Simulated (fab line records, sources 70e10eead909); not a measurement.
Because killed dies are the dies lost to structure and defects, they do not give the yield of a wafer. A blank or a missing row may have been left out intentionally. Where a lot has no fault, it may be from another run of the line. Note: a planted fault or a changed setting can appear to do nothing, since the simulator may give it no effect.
Chamber matching	flow nand-harc	rie-diel-09 running NHARC_A_STAIRCASE_ETCH_292: 4 sister chambers
The step etches the open film in CF4/CHF3. 4 wafers are shown with their chamber, then 7 later ones without.

## WAFERS, EACH WITH ITS CHAMBER
wafer	chamber	drypump-motor-current-A (A)
L080.5	2	6.2
L080.4	3	6.4
L083.1	0	6.0
L083.4	1	4.7

## WAFERS MISSING THEIR CHAMBER
wafer	drypump-motor-current-A (A)
L083.6	6.0
L091.3	6.0
L091.4	4.7
L091.6	6.1
L096.1	4.7
L096.2	6.2
L096.3	6.0

## THE CHAMBER EACH PASSED THROUGH
wafer	from the rows above	in truth
L083.6	0	0
L091.3	0	0
L091.4	1	1
L091.6	can't be placed: 0 or 2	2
L096.1	1	1
L096.2	2	2
L096.3	0	0
6 of 7 placed correctly. Can't be placed from these rows: 1 (the true chamber is among the candidates in 1). Number placed wrongly: 0.
How it was worked out, from the rows above alone: a wafer's distance from a chamber is the root of the sum, over the readings, of the square of ((its reading less the chamber's mean) divided by the reading's scatter). If the next closest chamber is less than 2 further off than the closest, the wafer can't be placed; otherwise it belongs to the closest. Each chamber's mean is taken over the wafers shown for it. The scatter: with one shown wafer a chamber, the root of the mean of the squares of how far each hidden wafer lies from its nearest shown one.
